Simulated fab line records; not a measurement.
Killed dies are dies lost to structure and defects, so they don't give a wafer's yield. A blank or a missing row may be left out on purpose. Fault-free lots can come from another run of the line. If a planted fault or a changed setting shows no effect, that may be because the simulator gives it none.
Matching of chambers | flow n5Finfet | N5_BEOL_M10_DEP_56 on pecvd-03: 3 sister chambers
The step deposits SiCN from 3MS/NH3, target thk 15 nm, time 26.5 s. 3 wafers are shown with their chamber, then 7 later ones without.

## WAFERS PAIRED WITH THEIR CHAMBERS
wafer  | chamber | showerheadPlenumPTorr (Torr)
L089.5 | 2       | 3.650
L091.2 | 1       | 3.676
L091.5 | 0       | 3.655

## WAFERS WITH NO CHAMBER GIVEN
wafer  | showerheadPlenumPTorr (Torr)
L091.6 | 3.650
L092.1 | 3.642
L092.2 | 3.663
L092.4 | 3.670
L096.1 | 3.661
L096.4 | 3.679
L096.5 | 3.639

## WHICH CHAMBER EACH ONE RAN IN
wafer  | from the rows above          | in truth
L091.6 | can't be placed: 2 or 0      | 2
L092.1 | can't be placed: 2 or 0      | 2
L092.2 | can't be placed: 0 or 2 or 1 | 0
L092.4 | can't be placed: 1 or 0      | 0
L096.1 | can't be placed: 0 or 2 or 1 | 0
L096.4 | 1                            | 1
L096.5 | can't be placed: 2 or 0      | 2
Correctly placed: 1 of 7. From these rows, 6 cannot be placed; in 6 the true chamber is one of the candidates. 0 placed wrongly.
How it was worked out, from the rows above alone: a wafer's distance from a chamber is the root of the sum, over the readings, of the square of ((its reading less the chamber's mean) divided by the reading's scatter). If the next closest chamber is less than 2 further off than the closest, the wafer can't be placed; otherwise it belongs to the closest. For every chamber, the mean is computed from those of its wafers that are shown. The scatter (one wafer shown for each chamber): square how far every hidden wafer sits from the nearest shown wafer, average those squares and take the square root.
